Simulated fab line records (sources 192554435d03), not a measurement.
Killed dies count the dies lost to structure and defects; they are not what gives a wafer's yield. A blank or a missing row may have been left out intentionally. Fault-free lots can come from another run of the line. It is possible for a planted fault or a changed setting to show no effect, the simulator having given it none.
Struck lot and sound lot, side by side / flow n5 finfet / 15 steps out of a route of 1938
Sound: the wafers L209.1, L209.5, L209.6. Struck: wafer L206.5; the same lot's L206.4 was not struck, so it is left out; see the end for the cause.
Order at every step that has rows: each side's tool, ch and its chambers, its first start. Under that, the readings that differ: sound wafers / struck wafers / difference of the means / sigmas: that difference in standard deviations of wafers without a fault.
alike: same words and numbers on both sides, and readings whose means sit less than 2 such deviations apart. not compared: any withheld reading, any reading some wafer has no value for, any bound like >300 that may hide the same value, and any number with overlapping values for which the record gives no deviation.
The two part at a step that has a row with sigmas, a row that says differs or no value, or rows on one side only. Numbers that don't overlap but have no deviation are shown without sigmas and don't part them. Lack of a reading on every wafer of one side parts them only where that side has two or more wafers.

first, 4 steps without rows for these wafers: N5_BEOL_M9_SOFTBAKE_06 (time 60 s); N5_BEOL_M9_EXPOSE_08 (exposes mask M9); N5_BEOL_M9_PEB_09 (peb time 60 s); N5_BEOL_M9_DEVELOP_10 (develop time 30 s).
N5_BEOL_M9_CD_MEAS_11: the cd target is 64.1 nm.
  sound on cd sem-01 ch 0, day 13 23:49; struck on cd sem-01 ch 0, day 13 11:35
  alike: cd nm
N5_BEOL_M9_OVL_MEAS_12:
  sound on overlay-01 ch 0, day 13 23:50; struck on overlay-02 ch 0, day 13 11:36
  alike: M9_OVL
N5_BEOL_M9_INSPECT_13: inspects for defects (brightfield).
  sound: defect inspect-02 at day 13 23:52; struck: defect inspect-01 at day 13 11:38
  alike: raw defect count
N5_BEOL_M9_DESCUM_16: chemistry O2, time 7.9 s.
  sound on rie diel-02 ch 1,2, day 13 23:54; struck on rie diel-03 ch 3, day 13 11:41
  alike: drypump motor current A, oes product au, rf vpp V, showerhead plenum p Torr, throttle valve pct
  not compared: rf hours counter h
N5_BEOL_M9_ETCH_61: etches SiARC in CF4, target depth 39 nm, time 65 s.
  sound on rie diel-02 ch 1,2, day 13 23:56; struck on rie diel-03 ch 3, day 13 11:43
  alike: drypump motor current A, etch rf on time s, oes product au, rf vpp V, showerhead plenum p Torr, throttle valve pct
  not compared: rf hours counter h
N5_BEOL_M9_ETCH_62: etches SOC in N2/H2, target depth 110 nm, overetch 22 nm, time 165 s.
  sound on rie diel-02 ch 1,2, day 13 23:59; struck on rie diel-03 ch 3, day 13 11:49
  alike: drypump motor current A, oes product au, rf vpp V, showerhead plenum p Torr, throttle valve pct
  not compared: rf hours counter h
then, 1 step without rows for these wafers: N5_BEOL_M9_STRIP_68 (strips in N2/H2).
N5_BEOL_M9_STRIP_67: strips in CF4.
  sound on rie diel-02 ch 1,2, day 14 00:08; struck on rie diel-03 ch 3, day 13 11:54
  alike: drypump motor current A, oes product au, rf vpp V, showerhead plenum p Torr, throttle valve pct
  not compared: rf hours counter h
N5_BEOL_M9_HM_OPEN_17: chemistry Cl2/BCl3, target TiN, target depth 20 nm, overetch 6 nm.
  sound on rie metal-02 ch 0,1, day 14 00:10; struck on rie metal-01 ch 0, day 13 11:58
reading=drypump motor current A (A); sound=4.8 5.2 4.8; struck=6.3; difference=+1.4; sigmas=+3
reading=model.SOC_of_BEOL_M9_COAT_59.thk nm (nm); sound=92 92 92.2; struck=94.6; difference=+2.5; sigmas=
  alike: bcl3 flow sccm, oes product au, throttle valve pct
  not compared: rf hours counter h
N5_BEOL_M9_STRIP_19: strips in O2.
  sound on rie diel-03 ch 0,1, day 14 00:17; struck on rie diel-02 ch 3, day 13 12:04
reading=drypump motor current A (A); sound=6.2 5.9 6.2; struck=5.3; difference=-0.8; sigmas=-2
  alike: oes product au, rf vpp V, showerhead plenum p Torr, throttle valve pct
  not compared: rf hours counter h
-- here the record skips 2 days between the struck wafers' starts before and after, leaving off in module BEOL_M9 and picking up in module PASSIVATION (first step shown: number 1936 of the route) --
N5_PASSIVATION_PROBE_49:
  sound: prober-02 at day 16 20:27; struck: prober-01 at day 15 23:51
reading=killed short; sound=39 32 45; struck=19; difference=-20; sigmas=-3
reading=sort_bin_6_memory (%); sound=4.6 3.5 2.9; struck=2.3; difference=-1.4; sigmas=-2
  alike: defect limited yield, killed_at_M0_to_M3, killed_at_M4_up, killed at contacts, killed at front end, killed at other, killed dies, killed open, sort_bin_5_function, sort n pass, sort yield pct

WHERE THEY PART
First at N5_BEOL_M9_HM_OPEN_17; last, within this record, at N5_PASSIVATION_PROBE_49.

WHY: whatever the simulator had introduced
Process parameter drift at N5_BEOL_M9_HM_OPEN_17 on rie metal-01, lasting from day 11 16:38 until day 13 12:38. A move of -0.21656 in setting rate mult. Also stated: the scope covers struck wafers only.
